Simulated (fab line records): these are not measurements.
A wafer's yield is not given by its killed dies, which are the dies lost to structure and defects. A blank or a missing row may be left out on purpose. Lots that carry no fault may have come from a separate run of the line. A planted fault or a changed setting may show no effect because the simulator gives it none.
Check of tool commonality	flow nand harc	Sampled: 5 lots, 15 wafers

## WHAT PROMPTED THE OPENING
Flagged at NHARC_END_SORT_01: reading killed at periphery, on 3 of 5 lots. Fault-free wafers read 3.5, with a standard deviation of 2.2.
Rule: a lot gets a flag if all its wafers with a number sit over 4 standard deviations from that mean, or if no wafer of it has a number. All remaining lots are regarded as sound.

lot	measured	on	killed at periphery, wafer by wafer	flag
L623	day 27 21:24	prober-02	1 1 3	
L627	day 29 00:20	prober-01	3 2 1	
L636	day 31 20:43	prober-02	97 59 106	FLAGGED
L638	day 32 19:23	prober-01	116 105 103	FLAGGED
L637	day 32 21:43	prober-02	109 110 63	FLAGGED
The mean of the flagged lots' numbers is 96.4, +92.9 from the usual (+42 standard deviations).

## WHICH TOOL EACH LOT WENT THROUGH
4 process steps preceding the reading are held in the record, out of 1302 steps in the route. Every cell lists first the tool, next ch and the chambers used by the sampled wafers, and last the start.
lot	flag	NHARC_P_CONTACT_DEP_00	NHARC_THIN_TSV_PRE_CLEAN_50	NHARC_THIN_TSV_PVD_19	NHARC_THIN_TSV_DEGAS_53
L623		pecvd-01 ch 1,2, day 8 01:05	pvd sputter-02, day 27 10:19 or earlier	pvd sputter-02, day 27 10:19 or earlier	pvd sputter-02, day 27 10:19
L627		pecvd-01 ch 0,1,2, day 10 07:43	pvd sputter-03, day 28 11:49 or earlier	pvd sputter-03, day 28 11:49 or earlier	pvd sputter-01, day 28 11:49
L636	FLAGGED	pecvd-03 ch 0,2, day 13 17:37	pvd sputter-01, day 31 10:30 or earlier	pvd sputter-01, day 31 10:30 or earlier	pvd sputter-01, day 31 10:30
L638	FLAGGED	pecvd-03 ch 0,1, day 14 08:28	pvd sputter-03, day 32 07:33 or earlier	pvd sputter-03, day 32 07:33 or earlier	pvd sputter-03, day 32 07:33
L637	FLAGGED	pecvd-03 ch 1,2, day 14 07:50	pvd sputter-01, day 32 08:44 or earlier	pvd sputter-01, day 32 08:44 or earlier	pvd sputter-03, day 32 08:44
What the steps here do:
- NHARC_P_CONTACT_DEP_00: deposits SiO2, target thk 500 nm.
- NHARC_THIN_TSV_PRE_CLEAN_50: time 30 s.
- NHARC_THIN_TSV_PVD_19: deposits TaN, target thk 20 nm.
- NHARC_THIN_TSV_DEGAS_53: time 60 s.
- NHARC_END_SORT_01

## FLAGGED AGAINST TOTAL, ONE TOOL AT A TIME (gauges that did the reading follow at the end)
step	tool	lots run	flagged	share of the flagged lots	sound lots run after its first flagged lot
NHARC_P_CONTACT_DEP_00	pecvd-01	2	0	none	-
NHARC_P_CONTACT_DEP_00	pecvd-03	3	3	all	0
NHARC_THIN_TSV_PRE_CLEAN_50	pvd sputter-01	2	2	some	0
NHARC_THIN_TSV_PRE_CLEAN_50	pvd sputter-02	1	0	none	-
NHARC_THIN_TSV_PRE_CLEAN_50	pvd sputter-03	2	1	some	0
NHARC_THIN_TSV_PVD_19	pvd sputter-01	2	2	some	0
NHARC_THIN_TSV_PVD_19	pvd sputter-02	1	0	none	-
NHARC_THIN_TSV_PVD_19	pvd sputter-03	2	1	some	0
NHARC_THIN_TSV_DEGAS_53	pvd sputter-01	2	1	some	0
NHARC_THIN_TSV_DEGAS_53	pvd sputter-02	1	0	none	-
NHARC_THIN_TSV_DEGAS_53	pvd sputter-03	2	2	some	0
NHARC_END_SORT_01	prober-01	2	1	some	0
NHARC_END_SORT_01	prober-02	3	2	some	0
NHARC_THIN_TSV_PRE_CLEAN_50: start missing for some lots; hours and lot order therefore follow NHARC_THIN_TSV_DEGAS_53. NHARC_THIN_TSV_PVD_19: start missing for some lots; hours and lot order therefore follow NHARC_THIN_TSV_DEGAS_53.

## THE TABLE: WHAT IT ALLOWS
Rows of the table that ran each flagged lot: 1, that is pecvd-03 at NHARC_P_CONTACT_DEP_00.
- pecvd-03 at NHARC_P_CONTACT_DEP_00 ran 3 lots, 3 of them flagged. Because this sample shows no sound lot run on it before its first flagged lot, the start cannot be pinned down more closely.
One tool is left: pecvd-03 at NHARC_P_CONTACT_DEP_00.

## WHAT THE SIMULATOR HAD PUT IN
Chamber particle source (pecvd-03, NHARC_P_CONTACT_DEP_00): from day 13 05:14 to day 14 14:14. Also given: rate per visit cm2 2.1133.
Lots struck among those shown: L636, L638, L637. The rule above reached the same finding.
